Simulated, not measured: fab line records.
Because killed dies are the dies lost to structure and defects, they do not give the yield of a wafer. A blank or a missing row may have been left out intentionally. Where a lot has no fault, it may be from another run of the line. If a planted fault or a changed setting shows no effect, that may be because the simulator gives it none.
Matching of chambers    flow nandHarc    NHARC_A_STAIRCASE_DEP_259 on pecvd-04: 3 sister chambers
The step deposits SiON, target thk 30 nm. 3 wafers are shown with their chamber, then 11 later ones without.

## WAFERS, EACH WITH ITS CHAMBER
wafer   chamber  heaterPowerW (W)
L092.1  0        709
L092.2  2        808
L092.4  1        687

## WAFERS WITHOUT THEIR CHAMBER
wafer   heaterPowerW (W)
L092.5  684
L092.6  827
L094.2  658
L094.4  804
L094.6  660
L095.2  791
L095.4  760
L095.5  851
L096.4  912
L096.5  686
L096.6  714

## THE CHAMBER EACH PASSED THROUGH
wafer   from the rows above           in truth
L092.5  can't be placed: 1 or 0       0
L092.6  2                             2
L094.2  can't be placed: 1 or 0       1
L094.4  2                             2
L094.6  can't be placed: 1 or 0       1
L095.2  can't be placed: 2 or 0       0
L095.4  can't be placed: 2 or 0 or 1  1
L095.5  2                             2
L096.4  2                             2
L096.5  can't be placed: 1 or 0       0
L096.6  can't be placed: 0 or 1       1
Correct placement for 4 of the 11. Unplaceable from these rows: 7, with the true chamber sitting among the candidates in 7. 0 placed wrongly.
How it was worked out, from the rows above alone: a wafer's distance from a chamber is the root of the sum, over the readings, of the square of ((its reading less the chamber's mean) divided by the reading's scatter). If the next closest chamber is less than 2 further off than the closest, the wafer can't be placed; otherwise it belongs to the closest. A chamber's mean is the mean of its shown wafers. The scatter: root of mean squared gap, hidden wafer to nearest shown wafer, with one shown wafer a chamber.
